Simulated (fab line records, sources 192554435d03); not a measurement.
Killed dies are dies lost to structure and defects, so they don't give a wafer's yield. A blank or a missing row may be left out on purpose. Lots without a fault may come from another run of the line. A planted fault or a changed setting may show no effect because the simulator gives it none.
fab line records | flow n5_finfet
record lots=7 wafers=21
route steps=1938 shown BEOL_M4@1086 BEOL_M5@1141 BEOL_M6@1194 BEOL_M7@1263 BEOL_M8@1350 BEOL_M9@1419 PASSIVATION@1936
start_h: hours from the record's first day to the start of the lot's first wafer shown | wait_h: hours since the lot's step before | " the same as in the row above | L1.1+2: a row that stands for several wafers | - no value, or no start given | * or withheld: withheld | < > ~ a bound
route shown NAME@n: a module of which the file shows steps, and the number in the route of the first | usual: mean/standard deviation of fault-free wafers | same: alike in all rows | chamber/n: place in a boat | sites: the reading at each site | _std_site: their standard deviation | _edge_site: outer sites' mean less inner sites' | radius_mm: how far each site lies from the wafer's centre | mask NAME#n: copy n | behind: the tool/chamber that last shaped the wafer | hold: why the lot was held/for how many hours/how that ended | device: the transistor (n, p or np) that didn't switch | end of line: the same wafers' tests at the end of the route | a step without rows: its recipe alone | killed: dies lost to structure and defects at the first sort, not the wafer's yield | map: a wafer's dies, x killed, . not, _ none there
set.NAME: the setting as run; set.NAME@STEP: as run at that earlier step | model.NAME: the simulator's own value behind a step, which no gauge read
lots whose settings were changed on purpose; a table a step, a row a wafer
## steps
# step N5_BEOL_M4_SPUTTER_79
# recipe material=Cu target_thk_a=45 temp_c=-20 chamber_pressure_pa=0.07 power_w=withheld time_s=8.29
# columns lot.wafer tool chamber start_h wait_h set.time_s model.Cu_of_BEOL_M4_SPUTTER_79.thk_nm
L074.1+3 pvd_sputter-02 - 173.78 0.1 8.829 -
L074.6 " - " " 8.29 4.4
L078.1 pvd_sputter-02 - 194.18 0.1 8.29 4.2
L078.2 " - " " 8.29 4.4
L078.5 " - " " 8.922 4.6
L081.1+2+5 pvd_sputter-01 - 228.50 0.1 8.29 4.6
L090.1 pvd_sputter-02 - 264.66 0.1 8.781 -
L090.2+3 " - " " 8.29 4.4
L088.1 pvd_sputter-01 - 284.70 0.1 9.143 5
L088.3 " - " " 8.29 4.6
L088.6 " - " " 9.143 -
L097.1 pvd_sputter-03 - 329.93 0.1 8.29 4.4
L097.5 " - " " 7.714 -
L097.6 " - " " 8.29 4.6
L096.1 pvd_sputter-03 - 333.57 0.1 7.488 4
L096.2+4 " - " " 8.29 4.4
# step N5_BEOL_M5_COAT_74
# recipe resist=underlayer temp_c=205 time_s=60 spin_rpm=1500 resist_thk_nm=5
# columns lot.wafer tool chamber start_h wait_h set.spin_rpm
L074.1+6 litho_track-05 0 - - 1500
L074.3 " 0 " " 1563
L078.1+2+5 litho_track-03 0 - - 1500
L081.1+2+5 litho_track-01 0 - - 1500
L090.1+2 litho_track-05 0 - - 1453
L090.3 " 0 " " 1500
L088.1+3+6 litho_track-03 0 - - 1500
L097.1+5+6 litho_track-05 0 - - 1500
L096.1 litho_track-05 0 - - 1380
L096.2+4 " 0 " " 1500
# step N5_BEOL_M5_EXPOSE_25
# recipe mask_id=V4 na=0.33 source_shape=quasar sigma_inner=0.2 sigma_outer=0.6 polarization=unpolarized defocus_nm=10 dose_mj=52.75
# columns lot.wafer tool chamber start_h wait_h mask set.dose_mj
L074.1+3 euv_scanner-02 0 181.36 - V4#0 50.33
L074.6 " 0 " " V4#0 52.75
L078.1 euv_scanner-01 0 204.79 - V4#0 56.25
L078.2+5 " 0 " " V4#0 52.75
L081.1+2+5 euv_scanner-02 0 240.90 - V4#0 52.75
L090.1+2+3 euv_scanner-01 0 270.34 - V4#0 52.75
L088.1+3 euv_scanner-01 0 293.48 - V4#0 55.44
L088.6 " 0 " " V4#0 52.75
L097.1+5+6 euv_scanner-02 0 338.19 - V4#0 52.75
L096.1+2+4 euv_scanner-01 0 348.70 - V4#0 51.19
# step N5_BEOL_M5_PEB_26
# recipe peb_temp_c=100 peb_time_s=60 resist=CAR-EUV
# step N5_BEOL_M5_DEVELOP_27
# recipe develop_time_s=30 developer=TMAH resist=CAR-EUV rinse_liquid=surfactant_rinse dry=air_spin dev_temp_c=23
# step N5_BEOL_M5_CD_MEAS_28
# recipe target_cd_nm=30.6 landing_energy_ev=500 detector=se_inlens target_cd_y_nm=20 polarity=opening
# usual cd_nm=30.52/0.25
# columns lot.wafer tool chamber start_h wait_h set.dose_mj@BEOL_M5_EXPOSE_25 cd_nm
L074.1 cd_sem-01 0 181.50 - 50.33 29.30
L074.3 " 0 " " 50.33 29.66
L074.6 " 0 " " 52.75 30.63
L078.1 cd_sem-01 0 204.93 - 56.25 32.02
L078.2 " 0 " " 52.75 30.00
L078.5 " 0 " " 52.75 30.41
L081.1 cd_sem-01 0 241.04 - 52.75 30.44
L081.2 " 0 " " 52.75 30.97
L081.5 " 0 " " 52.75 30.71
L090.1 cd_sem-02 0 270.48 - 52.75 30.52
L090.2 " 0 " " 52.75 31.10
L090.3 " 0 " " 52.75 30.63
L088.1 cd_sem-02 0 293.62 - 55.44 31.75
L088.3 " 0 " " 55.44 31.52
L088.6 " 0 " " 52.75 30.46
L097.1 cd_sem-01 0 338.33 - 52.75 30.15
L097.5 " 0 " " 52.75 30.56
L097.6 " 0 " " 52.75 30.49
L096.1 cd_sem-03 0 348.84 - 51.19 29.24
L096.2 " 0 " " 51.19 29.66
L096.4 " 0 " " 51.19 29.79
# step N5_BEOL_M5_DESCUM_33
# recipe chemistry=O2 time_s=7 source_power_w=50 bias_power_w=20 pressure_mtorr=20 rf_frequency_hz=2.712e+07 temp_c=40 resist=CAR-EUV o2_flow_sccm=225
# step N5_BEOL_M5_ETCH_75
# recipe chemistry=N2/H2 target=underlayer target_depth_a=65 mask_material=CAR-EUV time_s=5.2 ion_energy_ev=200 pressure_mtorr=30 source_w=840 bias_w=150 n2_flow_sccm=200 h2_flow_sccm=200 ends=cleared
# columns lot.wafer tool chamber start_h wait_h set.spin_rpm@BEOL_M5_COAT_74 model.etch.depth_nm
L074.1 rie_diel-06 0 181.66 0.0 1500 5.013
L074.3 " 3 " " 1563 4.888
L074.6 " 3 " " 1500 5.011
L078.1 rie_diel-05 2 205.08 0.0 1500 4.99
L078.2 " 3 " " 1500 4.998
L078.5 " 1 " " 1500 4.996
L081.1 rie_diel-06 2 241.27 0.0 1500 4.99
L081.2 " 0 " " 1500 4.996
L081.5 " 2 " " 1500 4.987
L090.1 rie_diel-02 1 270.64 0.0 1453 5.071
L090.2 " 2 " " 1453 5.073
L090.3 " 0 " " 1500 4.975
L088.1 rie_diel-05 3 293.78 0.0 1500 5.007
L088.3 " 0 " " 1500 5.006
L088.6 " 0 " " 1500 5.01
L097.1 rie_diel-02 1 338.49 0.0 1500 4.991
L097.5 " 2 " " 1500 4.982
L097.6 " 1 " " 1500 4.994
L096.1 rie_diel-06 1 349.14 0.0 1380 5.197
L096.2 " 0 " " 1500 4.993
L096.4 " 2 " " 1500 4.995
# step N5_BEOL_M6_ILD_DEP_00
# recipe material=SiCOH_lowk target_thk_a=1797.5 temp_c=300 precursor=DEMS/porogen pressure_torr=5 rf_w=500 time_s=33.4
# columns lot.wafer tool chamber start_h wait_h set.time_s model.SiCOH_lowk_of_BEOL_M6_ILD_DEP_00.thk_nm
L074.1 pecvd-01 1 189.22 0.0 37.57 202.8
L074.3 " 0 " " 37.57 199.6
L074.6 " 1 " " 37.57 205
L078.1 pecvd-01 1 213.33 0.0 29.88 162.6
L078.2 " 2 " " 29.88 163.6
L078.5 " 2 " " 33.4 183.6
L081.1 pecvd-03 2 248.69 0.0 33.4 178.2
L081.2 " 0 " " 33.4 179
L081.5 " 0 " " 33.4 181.2
L090.1 pecvd-03 1 277.81 0.0 33.4 177.6
L090.2 " 0 " " 33.4 180.2
L090.3 " 2 " " 33.4 177.8
L088.1 pecvd-02 2 302.67 0.0 33.4 177.4
L088.3 " 1 " " 33.4 174.8
L088.6 " 2 " " 29.59 159.2
L097.1+6 pecvd-02 1,2 346.03 0.0 37.51 200.6
L097.5 " 0 " " 33.4 182.6
L096.1 pecvd-01 0 357.30 0.0 33.4 176.4
L096.2 " 2 " " 29.84 157.8
L096.4 " 0 " " 33.4 177.2
# step N5_BEOL_M6_CURE_74
# recipe temp_c=385 time_s=240 ambient=He/Ar material=SiCOH_lowk
# columns lot.wafer tool chamber start_h wait_h set.time_s@BEOL_M6_ILD_DEP_00 model.SiCOH_lowk_of_BEOL_M6_ILD_DEP_00.thk_nm
L074.1 uv_cure-03 2 189.28 0.0 37.57 175.2
L074.3 " 2 " " 37.57 172.4
L074.6 " 2 " " 37.57 177
L078.1 uv_cure-02 2 213.42 0.1 29.88 140
L078.2 " 2 " " 29.88 140.8
L078.5 " 2 " " 33.4 158.4
L081.1 uv_cure-02 2 248.75 0.0 33.4 153.8
L081.2 " 2 " " 33.4 154.4
L081.5 " 2 " " 33.4 156.2
L090.1 uv_cure-02 2 277.87 0.0 33.4 153.2
L090.2 " 2 " " 33.4 155.4
L090.3 " 2 " " 33.4 153.4
L088.1 uv_cure-03 0 302.74 0.0 33.4 153
L088.3 " 0 " " 33.4 150.6
L088.6 " 0 " " 29.59 137.2
L097.1+6 uv_cure-03 0 346.10 0.0 37.51 173.2
L097.5 " 0 " " 33.4 157.6
L096.1 uv_cure-01 1 357.36 0.0 33.4 152
L096.2 " 1 " " 29.84 136
L096.4 " 1 " " 33.4 152.8
# step N5_BEOL_M6_THK_MEAS_01
# recipe reads=SiCOH_lowk_of_BEOL_M6_ILD_DEP_00
# usual M6_ILD_THK=155.3/1.9
# columns lot.wafer tool chamber start_h wait_h set.time_s@BEOL_M6_ILD_DEP_00 M6_ILD_THK[nm]
L074.1 film_metro-02 - 189.79 0.4 37.57 175.2
L074.3 " - " " 37.57 172.3
L074.6 " - " " 37.57 177.0
L078.1 film_metro-02 - 213.93 0.4 29.88 140.0
L078.2 " - " " 29.88 140.9
L078.5 " - " " 33.4 158.3
L081.1 film_metro-01 - 249.74 0.8 33.4 153.7
L081.2 " - " " 33.4 154.4
L081.5 " - " " 33.4 156.3
L090.1 film_metro-01 - 278.39 0.4 33.4 153.1
L090.2 " - " " 33.4 155.4
L090.3 " - " " 33.4 153.4
L088.1 film_metro-01 - 303.25 0.4 33.4 153.0
L088.3 " - " " 33.4 150.5
L088.6 " - " " 29.59 137.2
L097.1 film_metro-01 - 346.61 0.4 37.51 173.3
L097.5 " - " " 33.4 157.6
L097.6 " - " " 37.51 173.2
L096.1 film_metro-01 - 357.87 0.4 33.4 152.2
L096.2 " - " " 29.84 135.9
L096.4 " - " " 33.4 152.6
# step N5_BEOL_M7_ILD_DEP_00
# recipe material=SiCOH_lowk target_thk_a=1797.5 temp_c=300 precursor=DEMS/porogen pressure_torr=5 rf_w=500 time_s=33.4
# columns lot.wafer tool chamber start_h wait_h set.time_s model.SiCOH_lowk_of_BEOL_M7_ILD_DEP_00.thk_nm
L074.1 pecvd-04 1 197.34 0.0 33.4 177.2
L074.3 " 0 " " 37.87 201.2
L074.6 " 0 " " 33.4 183
L078.1 pecvd-02 0 220.63 0.1 31.1 163.8
L078.2 " 1 " " 33.4 174.4
L078.5 " 0 " " 33.4 177.8
L081.1 pecvd-02 0 258.18 0.0 33.4 174.4
L081.2 " 2 " " 33.4 178
L081.5 " 0 " " 33.4 176.8
L090.1 pecvd-04 0 285.18 0.0 33.4 178
L090.2 " 2 " " 33.4 177.4
L090.3 " 1 " " 33.4 178.2
L088.1 pecvd-04 2 310.95 0.0 33.4 178.6
L088.3 " 1 " " 33.4 180.4
L088.6 " 1 " " 33.4 182.2
L097.1 pecvd-02 1 354.10 0.0 36.34 193.2
L097.5 " 2 " " 36.34 199.6
L097.6 " 1 " " 33.4 181.2
L096.1 pecvd-01 0 364.25 0.0 30.65 165.4
L096.2 " 2 " " 30.65 166
L096.4 " 1 " " 33.4 182
# step N5_BEOL_M7_CURE_74
# recipe temp_c=385 time_s=240 ambient=He/Ar material=SiCOH_lowk
# columns lot.wafer tool chamber start_h wait_h set.time_s@BEOL_M7_ILD_DEP_00 model.SiCOH_lowk_of_BEOL_M7_ILD_DEP_00.thk_nm
L074.1 uv_cure-02 1 197.40 0.0 33.4 152.8
L074.3 " 1 " " 37.87 173.6
L074.6 " 1 " " 33.4 158
L078.1 uv_cure-01 2 220.72 0.1 31.1 141
L078.2 " 2 " " 33.4 150.4
L078.5 " 2 " " 33.4 153.4
L081.1 uv_cure-03 2 258.24 0.0 33.4 150.4
L081.2 " 2 " " 33.4 153.6
L081.5 " 2 " " 33.4 152.4
L090.1+3 uv_cure-01 0 285.24 0.0 33.4 153.6
L090.2 " 0 " " 33.4 153
L088.1 uv_cure-01 1 311.01 0.0 33.4 154
L088.3 " 1 " " 33.4 155.6
L088.6 " 1 " " 33.4 157
L097.1 uv_cure-01 1 354.17 0.0 36.34 166.8
L097.5 " 1 " " 36.34 172.4
L097.6 " 1 " " 33.4 156.2
L096.1 uv_cure-03 1 364.31 0.0 30.65 142.6
L096.2 " 1 " " 30.65 143
L096.4 " 1 " " 33.4 157
# step N5_BEOL_M7_THK_MEAS_01
# recipe reads=SiCOH_lowk_of_BEOL_M7_ILD_DEP_00
# usual M7_ILD_THK=153.9/2.2
# columns lot.wafer tool chamber start_h wait_h set.time_s@BEOL_M7_ILD_DEP_00 M7_ILD_THK[nm]
L074.1 film_metro-02 - 197.92 0.4 33.4 152.7
L074.3 " - " " 37.87 173.6
L074.6 " - " " 33.4 158.0
L078.1 film_metro-02 - 221.23 0.4 31.1 141.1
L078.2 " - " " 33.4 150.4
L078.5 " - " " 33.4 153.4
L081.1 film_metro-01 - 259.24 0.8 33.4 150.4
L081.2 " - " " 33.4 153.5
L081.5 " - " " 33.4 152.3
L090.1 film_metro-01 - 285.75 0.4 33.4 153.5
L090.2 " - " " 33.4 152.9
L090.3 " - " " 33.4 153.6
L088.1 film_metro-01 - 311.52 0.4 33.4 154.0
L088.3 " - " " 33.4 155.6
L088.6 " - " " 33.4 157.2
L097.1 film_metro-02 - 354.68 0.4 36.34 166.7
L097.5 " - " " 36.34 172.3
L097.6 " - " " 33.4 156.2
L096.1 film_metro-02 - 364.83 0.4 30.65 142.5
L096.2 " - " " 30.65 143.0
L096.4 " - " " 33.4 157.0
# step N5_BEOL_M8_ETCH_62
# recipe chemistry=N2/H2 target=SOC target_depth_a=1100 overetch_a=220 mask_material=SiARC temp_c=40 time_s=165 ion_energy_ev=200 pressure_mtorr=30 source_w=840 bias_w=150 n2_flow_sccm=200 h2_flow_sccm=200
# usual rf_vpp_V=524.3/2.5
# columns lot.wafer tool chamber start_h wait_h set.source_w rf_vpp_V
L074.1 rie_diel-03 1 207.52 0.0 961 500.2
L074.3 " 0 " " 961 503.2
L074.6 " 1 " " 961 503.2
L078.1 rie_diel-04 2 230.92 0.0 840 521.9
L078.2 " 0 " " 735.2 547.6
L078.5 " 3 " " 735.2 547.8
L081.1 rie_diel-03 3 267.69 0.0 840 524.4
L081.2 " 2 " " 840 529.7
L081.5 " 2 " " 840 528.2
L090.1 rie_diel-01 1 298.64 0.0 771.4 542.8
L090.2 " 2 " " 840 519.8
L090.3 " 3 " " 840 520.9
L088.1 rie_diel-04 0 319.47 0.0 840 521.6
L088.3 " 2 " " 840 522.3
L088.6 " 2 " " 956.2 500.3
L097.1 rie_diel-03 2 367.42 0.0 727.2 552.7
L097.5 " 1 " " 727.2 552.1
L097.6 " 2 " " 840 528.1
L096.1 rie_diel-01 3 375.24 0.0 840 522.0
L096.2 " 0 " " 840 525.3
L096.4 " 1 " " 840 528.5
# step N5_BEOL_M8_COAT_22
# recipe resist=CAR-EUV spin_rpm=1500 resist_thk_nm=30
# columns lot.wafer tool chamber start_h wait_h set.spin_rpm model.CAR-EUV_of_BEOL_M8_COAT_22.thk_nm
L074.1+3 litho_track-01 0 - - 1639 28.6
L074.6 " 0 " " 1500 30
L078.1 litho_track-05 0 - - 1500 30.2
L078.2 " 0 " " 1436 30.6
L078.5 " 0 " " 1500 30
L081.1+2+5 litho_track-04 0 - - 1500 30
L090.1 litho_track-05 0 - - 1500 30
L090.2+3 " 0 " " 1603 29
L088.1 litho_track-05 0 - - 1500 30.2
L088.3+6 " 0 " " 1381 31.4
L097.1 litho_track-04 0 - - 1500 30
L097.5+6 " 0 " " 1366 31.6
L096.1+2+4 litho_track-04 0 - - 1500 30
# step N5_BEOL_M8_EBR_24
# recipe solvent=PGMEA ebr_width_mm=1.5
# step N5_BEOL_M8_SOFTBAKE_23
# recipe temp_c=110 time_s=60 resist=CAR-EUV
# step N5_BEOL_M8_DESCUM_33
# recipe chemistry=O2 time_s=7 source_power_w=50 bias_power_w=20 pressure_mtorr=20 rf_frequency_hz=2.712e+07 temp_c=40 resist=CAR-EUV o2_flow_sccm=225
# columns lot.wafer tool chamber start_h wait_h set.spin_rpm@BEOL_M8_COAT_22 model.CAR-EUV_of_BEOL_M8_COAT_22.thk_nm
L074.1+3 rie_diel-04 0,2 208.58 0.2 1639 24.8
L074.6 " 0 " " 1500 26
L078.1+5 rie_diel-01 3,1 234.73 0.5 1500 26.2
L078.2 " 0 " " 1436 26.8
L081.1+2+5 rie_diel-03 2,1,3 269.43 0.0 1500 26
L090.1 rie_diel-01 3 304.06 0.0 1500 26
L090.2+3 " 1,2 " " 1603 25
L088.1 rie_diel-01 3 321.24 0.0 1500 26.2
L088.3+6 " 1 " " 1381 27.4
L097.1 rie_diel-01 0 369.84 0.4 1500 26.2
L097.5+6 " 3,0 " " 1366 27.6
L096.1+4 rie_diel-04 3,2 376.19 0.0 1500 26.2
L096.2 " 1 " " 1500 26
# step N5_BEOL_M8_ETCH_72
# recipe chemistry=N2/H2 target=underlayer target_depth_a=65 mask_material=CAR-EUV time_s=5.2 ion_energy_ev=200 pressure_mtorr=30 source_w=840 bias_w=150 n2_flow_sccm=200 h2_flow_sccm=200 ends=cleared
# columns lot.wafer tool chamber start_h wait_h set.spin_rpm@BEOL_M8_COAT_22 model.CAR-EUV_of_BEOL_M8_COAT_22.thk_nm
L074.1+3 rie_diel-04 0,2 208.61 0.0 1639 19
L074.6 " 0 " " 1500 20.4
L078.1 rie_diel-01 3 234.76 0.0 1500 20.4
L078.2 " 0 " " 1436 21
L078.5 " 1 " " 1500 20.6
L081.1+2+5 rie_diel-03 2,1,3 269.46 0.0 1500 20.2
L090.1 rie_diel-01 3 304.10 0.0 1500 20.2
L090.2 " 1 " " 1603 19.4
L090.3 " 2 " " 1603 19.2
L088.1 rie_diel-01 3 321.27 0.0 1500 20.4
L088.3+6 " 1 " " 1381 21.8
L097.1 rie_diel-01 0 369.88 0.0 1500 20.4
L097.5+6 " 3,0 " " 1366 21.8
L096.1+4 rie_diel-04 3,2 376.23 0.0 1500 20.4
L096.2 " 1 " " 1500 20.2
# step N5_BEOL_M9_ETCH_62
# recipe chemistry=N2/H2 target=SOC target_depth_a=1100 overetch_a=220 mask_material=SiARC temp_c=40 time_s=165 ion_energy_ev=200 pressure_mtorr=30 source_w=840 bias_w=150 n2_flow_sccm=200 h2_flow_sccm=200
# columns lot.wafer tool chamber start_h wait_h set.time_s model.SiARC_of_BEOL_M9_COAT_60.thk_nm
L074.1 rie_diel-05 1 213.60 0.0 146 24.6
L074.3+6 " 3 " " 165 23.6
L078.1 rie_diel-05 0 241.83 0.0 141.9 24.4
L078.2 " 2 " " 141.9 24.6
L078.5 " 3 " " 165 23.6
L081.1 rie_diel-05 1 274.28 0.0 165 23.8
L081.2 " 2 " " 165 23.6
L081.5 " 0 " " 165 23.4
L090.1 rie_diel-05 1 310.34 0.0 141.5 24.8
L090.2+3 " 2,3 " " 165 23.6
L088.1+3+6 rie_diel-05 3,0,0 326.32 0.0 165 23.4
L097.1+6 rie_diel-05 3,0 376.69 0.1 165 23.4
L097.5 " 3 " " 150.9 24
L096.1 rie_diel-06 1 382.68 0.0 182.2 23.2
L096.2 " 0 " " 182.2 22.8
L096.4 " 0 " " 165 23.4
# step N5_BEOL_M9_COAT_75
# recipe resist=underlayer temp_c=205 time_s=60 spin_rpm=1500 resist_thk_nm=5
# columns lot.wafer tool chamber start_h wait_h set.spin_rpm
L074.1+3+6 litho_track-03 0 - - 1500
L078.1+2 litho_track-04 0 - - 1500
L078.5 " 0 " " 1444
L081.1+2+5 litho_track-03 0 - - 1500
L090.1+3 litho_track-02 0 - - 1500
L090.2 " 0 " " 1431
L088.1+6 litho_track-02 0 - - 1439
L088.3 " 0 " " 1500
L097.1+5+6 litho_track-02 0 - - 1500
L096.1+2 litho_track-02 0 - - 1500
L096.4 " 0 " " 1336
# step N5_BEOL_M9_COAT_22
# recipe resist=CAR-EUV spin_rpm=1500 resist_thk_nm=30
# step N5_BEOL_M9_EBR_24
# recipe solvent=PGMEA ebr_width_mm=1.5
# step N5_BEOL_M9_DESCUM_33
# recipe chemistry=O2 time_s=7 source_power_w=50 bias_power_w=20 pressure_mtorr=20 rf_frequency_hz=2.712e+07 temp_c=40 resist=CAR-EUV o2_flow_sccm=225
# step N5_BEOL_M9_ETCH_76
# recipe chemistry=N2/H2 target=underlayer target_depth_a=65 mask_material=CAR-EUV time_s=5.2 ion_energy_ev=200 pressure_mtorr=30 source_w=840 bias_w=150 n2_flow_sccm=200 h2_flow_sccm=200 ends=cleared
# columns lot.wafer tool chamber start_h wait_h set.spin_rpm@BEOL_M9_COAT_75 model.etch.depth_nm
L074.1 rie_diel-06 3 215.36 0.0 1500 5.012
L074.3 " 0 " " 1500 5.021
L074.6 " 1 " " 1500 5.01
L078.1 rie_diel-06 2 247.59 0.0 1500 4.993
L078.2 " 0 " " 1500 4.998
L078.5 " 3 " " 1444 5.094
L081.1 rie_diel-02 1 276.15 0.0 1500 5.008
L081.2 " 2 " " 1500 5.021
L081.5 " 1 " " 1500 5.01
L090.1 rie_diel-05 2 312.44 0.0 1500 5
L090.2 " 0 " " 1431 5.125
L090.3 " 1 " " 1500 5.025
L088.1 rie_diel-02 1 327.64 0.0 1439 5.125
L088.3 " 2 " " 1500 5.002
L088.6 " 0 " " 1439 5.109
L097.1 rie_diel-05 3 379.20 0.0 1500 5
L097.5 " 3 " " 1500 5.018
L097.6 " 0 " " 1500 4.994
L096.1 rie_diel-05 1 385.06 0.0 1500 5.018
L096.2 " 0 " " 1500 5.026
L096.4 " 3 " " 1336 5.313
# step N5_PASSIVATION_PROBE_49
# usual killed_dies=102/17
# columns lot.wafer tool chamber start_h wait_h set.spin_rpm@BEOL_M5_COAT_74 set.time_s@BEOL_M12_SPUTTER_44 killed_dies
L074.1 prober-01 - 273.66 0.0 1500 13.85 1059
L074.3 prober-01 - 273.76 0.1 1563 16.13 111
L074.6 prober-01 - 273.91 0.3 1500 13.85 1047
L078.1 prober-02 - 310.62 0.0 1500 16.13 111
L078.2 prober-02 - 310.67 0.1 1500 16.13 122
L078.5 prober-02 - 310.82 0.2 1500 16.13 147
L081.1 prober-01 - 338.93 0.4 1500 16.13 99
L081.2 prober-01 - 338.98 0.4 1500 16.13 76
L081.5 prober-01 - 339.13 0.6 1500 16.13 95
L090.1 prober-01 - 369.30 0.0 1453 14.47 82
L090.2 prober-01 - 369.35 0.1 1453 14.47 104
L090.3 prober-01 - 369.40 0.1 1500 14.47 95
L088.1 prober-01 - 391.87 0.0 1500 16.13 484
L088.3 prober-01 - 391.97 0.1 1500 17.73 207
L088.6 prober-01 - 392.12 0.3 1500 16.13 492
L097.1 prober-01 - 449.93 0.0 1500 15.23 110
L097.5 prober-01 - 450.13 0.2 1500 16.13 106
L097.6 prober-01 - 450.18 0.3 1500 15.23 112
L096.1 prober-01 - 455.29 0.0 1380 16.13 769
L096.2 prober-01 - 455.34 0.1 1500 16.13 123
L096.4 prober-01 - 455.44 0.2 1500 16.13 131
## key
split step=N5_BEOL_M4_SPUTTER_79 setting=time_s stated=8.29 by=wafer
response step=N5_BEOL_M4_SPUTTER_79 reading=model.Cu_of_BEOL_M4_SPUTTER_79.thk_nm change=+0.04 per=1% r=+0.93
split step=N5_BEOL_M5_COAT_74 setting=spin_rpm stated=1500 by=wafer
response step=N5_BEOL_M5_ETCH_75 reading=model.etch.depth_nm change=-0.0268 per=1% r=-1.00
response step=N5_PASSIVATION_PROBE_49 reading=killed_dies slope=-76.5 per=1% together_with=time_s@BEOL_M12_SPUTTER_44 explained=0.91
split step=N5_BEOL_M5_EXPOSE_25 setting=dose_mj stated=52.75 by=wafer
response step=N5_BEOL_M5_CD_MEAS_28 reading=cd_nm change=+0.257 per=1% r=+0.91
split step=N5_BEOL_M6_ILD_DEP_00 setting=time_s stated=33.4 by=wafer
response step=N5_BEOL_M6_ILD_DEP_00 reading=model.SiCOH_lowk_of_BEOL_M6_ILD_DEP_00.thk_nm change=+1.65 per=1% r=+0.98
response step=N5_BEOL_M6_CURE_74 reading=model.SiCOH_lowk_of_BEOL_M6_ILD_DEP_00.thk_nm change=+1.43 per=1% r=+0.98
response step=N5_BEOL_M6_THK_MEAS_01 reading=M6_ILD_THK change=+1.43 per=1% r=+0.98
split step=N5_BEOL_M7_ILD_DEP_00 setting=time_s stated=33.4 by=wafer
response step=N5_BEOL_M7_ILD_DEP_00 reading=model.SiCOH_lowk_of_BEOL_M7_ILD_DEP_00.thk_nm change=+1.71 per=1% r=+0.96
response step=N5_BEOL_M7_CURE_74 reading=model.SiCOH_lowk_of_BEOL_M7_ILD_DEP_00.thk_nm change=+1.49 per=1% r=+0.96
response step=N5_BEOL_M7_THK_MEAS_01 reading=M7_ILD_THK change=+1.49 per=1% r=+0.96
split step=N5_BEOL_M8_ETCH_62 setting=source_w stated=840 by=wafer
response step=N5_BEOL_M8_ETCH_62 reading=rf_vpp_V change=-1.9 per=1% r=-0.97
split step=N5_BEOL_M8_COAT_22 setting=spin_rpm stated=1500 by=wafer
response step=N5_BEOL_M8_COAT_22 reading=model.CAR-EUV_of_BEOL_M8_COAT_22.thk_nm change=-0.156 per=1% r=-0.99
response step=N5_BEOL_M8_DESCUM_33 reading=model.CAR-EUV_of_BEOL_M8_COAT_22.thk_nm change=-0.145 per=1% r=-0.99
response step=N5_BEOL_M8_ETCH_72 reading=model.CAR-EUV_of_BEOL_M8_COAT_22.thk_nm change=-0.153 per=1% r=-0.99
split step=N5_BEOL_M9_ETCH_62 setting=time_s stated=165 by=wafer
response step=N5_BEOL_M9_ETCH_62 reading=model.SiARC_of_BEOL_M9_COAT_60.thk_nm change=-0.0708 per=1% r=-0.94
split step=N5_BEOL_M9_COAT_75 setting=spin_rpm stated=1500 by=wafer
response step=N5_BEOL_M9_ETCH_76 reading=model.etch.depth_nm change=-0.0265 per=1% r=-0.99
split outside_this_file step=N5_BEOL_M12_SPUTTER_44 setting=time_s
# split outside_this_file: this setting was split too, and the file shows its column; the key of that split is in another file
